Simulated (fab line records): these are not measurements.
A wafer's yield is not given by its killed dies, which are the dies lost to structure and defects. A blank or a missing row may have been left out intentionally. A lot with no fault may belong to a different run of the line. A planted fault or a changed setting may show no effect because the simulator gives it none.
Matching of chambers :: flow n5_finfet :: N5_SDB_ETCH_18 on rie_diel-01: 4 sister chambers
The step etches SOC in N2/H2, target depth 100 nm, overetch 20 nm, time 150 s. 4 wafers are shown with their chamber, then 12 later ones without.

== WAFERS PAIRED WITH THEIR CHAMBERS ==
wafer: L085.6
chamber: 0
drypump_motor_current_A (A): 5.5

wafer: L086.5
chamber: 1
drypump_motor_current_A (A): 5.9

wafer: L087.3
chamber: 3
drypump_motor_current_A (A): 6.0

wafer: L087.6
chamber: 2
drypump_motor_current_A (A): 5.2

== WAFERS WHOSE CHAMBER IS MISSING ==
wafer: L089.1
drypump_motor_current_A (A): 6.0

wafer: L089.4
drypump_motor_current_A (A): 5.1

wafer: L089.6
drypump_motor_current_A (A): 6.0

wafer: L090.2
drypump_motor_current_A (A): 5.5

wafer: L090.3
drypump_motor_current_A (A): 5.9

wafer: L090.4
drypump_motor_current_A (A): 5.2

wafer: L092.1
drypump_motor_current_A (A): 6.0

wafer: L092.2
drypump_motor_current_A (A): 5.9

wafer: L092.5
drypump_motor_current_A (A): 6.0

wafer: L094.2
drypump_motor_current_A (A): 6.0

wafer: L094.4
drypump_motor_current_A (A): 5.2

wafer: L094.5
drypump_motor_current_A (A): 5.9

== EACH ONE'S CHAMBER ==
wafer: L089.1
from the rows above: 3
in truth: 3

wafer: L089.4
from the rows above: 2
in truth: 2

wafer: L089.6
from the rows above: 3
in truth: 3

wafer: L090.2
from the rows above: 0
in truth: 0

wafer: L090.3
from the rows above: 1
in truth: 1

wafer: L090.4
from the rows above: 2
in truth: 2

wafer: L092.1
from the rows above: 3
in truth: 3

wafer: L092.2
from the rows above: 1
in truth: 1

wafer: L092.5
from the rows above: 3
in truth: 3

wafer: L094.2
from the rows above: 3
in truth: 3

wafer: L094.4
from the rows above: 2
in truth: 2

wafer: L094.5
from the rows above: 1
in truth: 1
Correctly placed: 12 of 12. From these rows, 0 cannot be placed. Number placed wrongly: 0.
How it was worked out, from the rows above alone: a wafer's distance from a chamber is the root of the sum, over the readings, of the square of ((its reading less the chamber's mean) divided by the reading's scatter). The wafer belongs to the nearest chamber; if the next one is less than 2 further off, it can't be placed. For every chamber, the mean is computed from those of its wafers that are shown. The scatter: with one shown wafer a chamber, the root of the mean of the squares of how far each hidden wafer lies from its nearest shown one.
